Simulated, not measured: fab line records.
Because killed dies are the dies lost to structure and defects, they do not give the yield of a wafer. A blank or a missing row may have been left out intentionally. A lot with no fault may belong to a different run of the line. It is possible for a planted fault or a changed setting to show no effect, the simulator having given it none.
Matching of chambers || flow n5-finfet || 4 sister chambers for N5_BEOL_M3_ETCH_63 on rie-diel-05
The step etches SiARC in CF4, target depth 15.6 nm, time 26 s. 4 wafers are shown with their chamber, then 9 later ones without.

WAFERS, EACH WITH ITS CHAMBER
{"wafer": "L081.3", "chamber": 1, "oes-product-au (a.u.)": 0.74}
{"wafer": "L082.4", "chamber": 0, "oes-product-au (a.u.)": 0.61}
{"wafer": "L087.3", "chamber": 3, "oes-product-au (a.u.)": 0.79}
{"wafer": "L087.5", "chamber": 2, "oes-product-au (a.u.)": 0.62}

WAFERS MISSING THEIR CHAMBER
{"wafer": "L089.1", "oes-product-au (a.u.)": 0.61}
{"wafer": "L089.3", "oes-product-au (a.u.)": 0.78}
{"wafer": "L089.5", "oes-product-au (a.u.)": 0.71}
{"wafer": "L091.1", "oes-product-au (a.u.)": 0.62}
{"wafer": "L091.4", "oes-product-au (a.u.)": 0.78}
{"wafer": "L091.5", "oes-product-au (a.u.)": 0.72}
{"wafer": "L097.2", "oes-product-au (a.u.)": 0.71}
{"wafer": "L097.3", "oes-product-au (a.u.)": 0.61}
{"wafer": "L097.6", "oes-product-au (a.u.)": 0.62}

CHAMBER TAKEN BY EACH
{"wafer": "L089.1", "from the rows above": "can't be placed: 0 or 2", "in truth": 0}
{"wafer": "L089.3", "from the rows above": "can't be placed: 3 or 1", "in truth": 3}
{"wafer": "L089.5", "from the rows above": 1, "in truth": 1}
{"wafer": "L091.1", "from the rows above": "can't be placed: 2 or 0", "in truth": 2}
{"wafer": "L091.4", "from the rows above": "can't be placed: 3 or 1", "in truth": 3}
{"wafer": "L091.5", "from the rows above": 1, "in truth": 1}
{"wafer": "L097.2", "from the rows above": 1, "in truth": 1}
{"wafer": "L097.3", "from the rows above": "can't be placed: 0 or 2", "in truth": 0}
{"wafer": "L097.6", "from the rows above": "can't be placed: 2 or 0", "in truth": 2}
Placed correctly: 3 of 9. These rows do not allow placing 6 (true chamber among the candidates in 6). Placed wrongly: 0.
How it was worked out, from the rows above alone: a wafer's distance from a chamber is the root of the sum, over the readings, of the square of ((its reading less the chamber's mean) divided by the reading's scatter). The wafer belongs to the nearest chamber; if the next one is less than 2 further off, it can't be placed. A chamber's mean is the mean of its shown wafers. The scatter: with one shown wafer a chamber, the root of the mean of the squares of how far each hidden wafer lies from its nearest shown one.
